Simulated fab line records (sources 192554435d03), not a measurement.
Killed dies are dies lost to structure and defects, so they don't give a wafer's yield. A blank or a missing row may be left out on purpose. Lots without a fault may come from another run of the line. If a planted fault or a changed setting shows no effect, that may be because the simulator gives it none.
Chamber matching ; flow n5_finfet ; 3 sister chambers for N5_BEOL_M0_SAQP_PECVD_04 on pecvd-03
The step deposits a-Si from SiH4/He, target thk 60 nm, time 60.2 s. 3 wafers are shown with their chamber, then 10 later ones without.

## WAFERS, EACH WITH ITS CHAMBER
wafer;chamber;throttle_valve_pct (%)
L085.4;1;19.0
L091.4;2;16.5
L091.5;0;19.5

## WAFERS MISSING THEIR CHAMBER
wafer;throttle_valve_pct (%)
L091.6;19.4
L094.1;16.7
L094.3;19.3
L094.5;19.2
L095.4;16.6
L095.5;19.3
L095.6;19.7
L097.2;16.8
L097.3;19.3
L097.5;19.5

## EACH ONE'S CHAMBER
wafer;from the rows above;in truth
L091.6;can't be placed: 0 or 1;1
L094.1;2;2
L094.3;can't be placed: 0 or 1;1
L094.5;can't be placed: 1 or 0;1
L095.4;2;2
L095.5;can't be placed: 0 or 1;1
L095.6;0;0
L097.2;2;2
L097.3;can't be placed: 0 or 1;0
L097.5;0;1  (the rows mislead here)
Placed correctly: 4 of 10. Cannot be placed on the basis of these rows: 5; the candidates contain the true chamber in 5. Number placed wrongly: 1.
How it was worked out, from the rows above alone: a wafer's distance from a chamber is the root of the sum, over the readings, of the square of ((its reading less the chamber's mean) divided by the reading's scatter). If the next closest chamber is less than 2 further off than the closest, the wafer can't be placed; otherwise it belongs to the closest. A chamber's mean is the mean of its shown wafers. The scatter: with one shown wafer a chamber, the root of the mean of the squares of how far each hidden wafer lies from its nearest shown one.
